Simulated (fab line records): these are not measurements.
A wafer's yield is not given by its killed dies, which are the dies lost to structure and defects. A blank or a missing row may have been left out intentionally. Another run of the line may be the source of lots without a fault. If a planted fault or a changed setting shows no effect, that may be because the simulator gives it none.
Matching of chambers | flow n5 finfet | 4 sister chambers for N5_BEOL_M3_ETCH_74 on rie diel-02
The step etches underlayer in N2/H2, target depth 6.5 nm, time 5.2 s. 20 wafers are shown with their chamber, then 10 later ones without.

EACH WAFER AND ITS CHAMBER
wafer  | chamber | showerhead plenum p Torr (Torr) | drypump motor current A (A) | throttle valve pct (%)
L076.1 | 1       | 2.49                            | 6.4                         | 17.52
L076.2 | 3       | 2.62                            | 5.5                         | 18.07
L076.3 | 0       | 2.40                            | 5.6                         | 17.56
L077.1 | 0       | 2.40                            | 5.6                         | 17.54
L077.2 | 3       | 2.61                            | 5.6                         | 18.11
L077.4 | 0       | 2.40                            | 5.6                         | 17.57
L079.2 | 2       | 2.46                            | 6.0                         | 17.58
L079.3 | 0       | 2.40                            | 5.6                         | 17.59
L079.5 | 2       | 2.46                            | 6.0                         | 17.58
L080.2 | 3       | 2.61                            | 5.6                         | 18.13
L080.3 | 1       | 2.48                            | 6.4                         | 17.51
L080.6 | 3       | 2.61                            | 5.6                         | 18.14
L083.3 | 0       | 2.40                            | 5.6                         | 17.58
L083.4 | 0       | 2.40                            | 5.6                         | 17.59
L083.6 | 2       | 2.46                            | 5.9                         | 17.59
L085.1 | 1       | 2.48                            | 6.4                         | 17.55
L085.4 | 2       | 2.45                            | 5.9                         | 17.56
L085.6 | 0       | 2.40                            | 5.6                         | 17.59
L086.1 | 3       | 2.61                            | 5.6                         | 17.73
L086.4 | 1       | 2.48                            | 6.4                         | 17.55

SIGNATURES (averages over the wafers above)
reading                  | chamber 0 | chamber 1 | chamber 2 | chamber 3 | scatter within a chamber
showerhead plenum p Torr | 2.4000    | 2.4825    | 2.4575    | 2.6120    | 0.00379
drypump motor current A  | 5.600     | 6.400     | 5.950     | 5.580     | 0.0335
throttle valve pct       | 17.5743   | 17.5325   | 17.5775   | 18.0360   | 0.088
Rule: a wafer lies at a distance from a chamber equal to the root of the sum of squares, over the readings, of (its reading less the chamber's mean, divided by the reading's scatter). If the next closest chamber is less than 2 further off than the closest, the wafer can't be placed; otherwise it belongs to the closest. The scatter is the square root of a quotient: the sum, over the shown wafers, of each reading's squared deviation from its chamber's mean, divided by wafers minus chambers.

WAFERS WITHOUT THEIR CHAMBER
wafer  | showerhead plenum p Torr (Torr) | drypump motor current A (A) | throttle valve pct (%)
L086.5 | 2.61                            | 5.5                         | 17.74
L090.1 | 2.61                            | 5.5                         | 17.77
L090.4 | 2.45                            | 6.0                         | 17.61
L090.6 | 2.48                            | 6.3                         | 17.56
L091.4 | 2.47                            | 6.3                         | 17.58
L091.5 | 2.60                            | 5.6                         | 17.75
L091.6 | 2.39                            | 5.6                         | 17.62
L095.1 | 2.47                            | 6.4                         | 17.58
L095.3 | 2.60                            | 5.6                         | 17.79
L095.6 | 2.45                            | 6.0                         | 17.59

THE CHAMBER EACH PASSED THROUGH
wafer  | from the rows above | in truth
L086.5 | 3                   | 3
L090.1 | 3                   | 3
L090.4 | 2                   | 2
L090.6 | 1                   | 1
L091.4 | 1                   | 1
L091.5 | 3                   | 3
L091.6 | 0                   | 0
L095.1 | 1                   | 1
L095.3 | 3                   | 3
L095.6 | 2                   | 2
Correctly placed: 10 of 10. Not placeable from these rows: 0. 0 placed wrongly.
